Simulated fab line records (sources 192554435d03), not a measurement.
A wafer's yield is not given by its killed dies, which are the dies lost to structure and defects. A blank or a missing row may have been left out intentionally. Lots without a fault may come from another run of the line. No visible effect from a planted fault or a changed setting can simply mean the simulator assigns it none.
Matching of chambers | flow n5Finfet | 3 sister chambers for N5_BEOL_M3_CO_CAP_55 on cvdCo-02
The step material Co, precursor CCTBA/H2, target thk 2 nm, time 102.1 s. 6 wafers are shown with their chamber, then 9 later ones without.

EACH WAFER AND ITS CHAMBER
wafer  | chamber | heaterPowerW (W)
L088.2 | 2       | 247
L088.4 | 0       | 264
L088.5 | 2       | 247
L094.2 | 1       | 321
L094.4 | 0       | 267
L094.5 | 1       | 323

WAFERS WITHOUT THEIR CHAMBER
wafer  | heaterPowerW (W)
L092.1 | 250
L092.3 | 278
L092.4 | 318
L095.3 | 251
L095.5 | 255
L095.6 | 311
L097.1 | 268
L097.5 | 272
L097.6 | 320

CHAMBER TAKEN BY EACH
wafer  | from the rows above     | in truth
L092.1 | 2                       | 2
L092.3 | 0                       | 0
L092.4 | 1                       | 1
L095.3 | 2                       | 2
L095.5 | can't be placed: 2 or 0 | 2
L095.6 | 1                       | 1
L097.1 | 0                       | 0
L097.5 | 0                       | 0
L097.6 | 1                       | 1
8 of 9 placed correctly. These rows do not allow placing 1 (true chamber among the candidates in 1). Wrongly placed: 0.
How it was worked out, from the rows above alone: a wafer's distance from a chamber is the root of the sum, over the readings, of the square of ((its reading less the chamber's mean) divided by the reading's scatter). If the next closest chamber is less than 2 further off than the closest, the wafer can't be placed; otherwise it belongs to the closest. The mean given for a chamber averages the wafers shown for that chamber. The scatter: take each reading less its chamber's mean, square it, sum over the shown wafers, divide by the number of wafers less the number of chambers, and take the root.
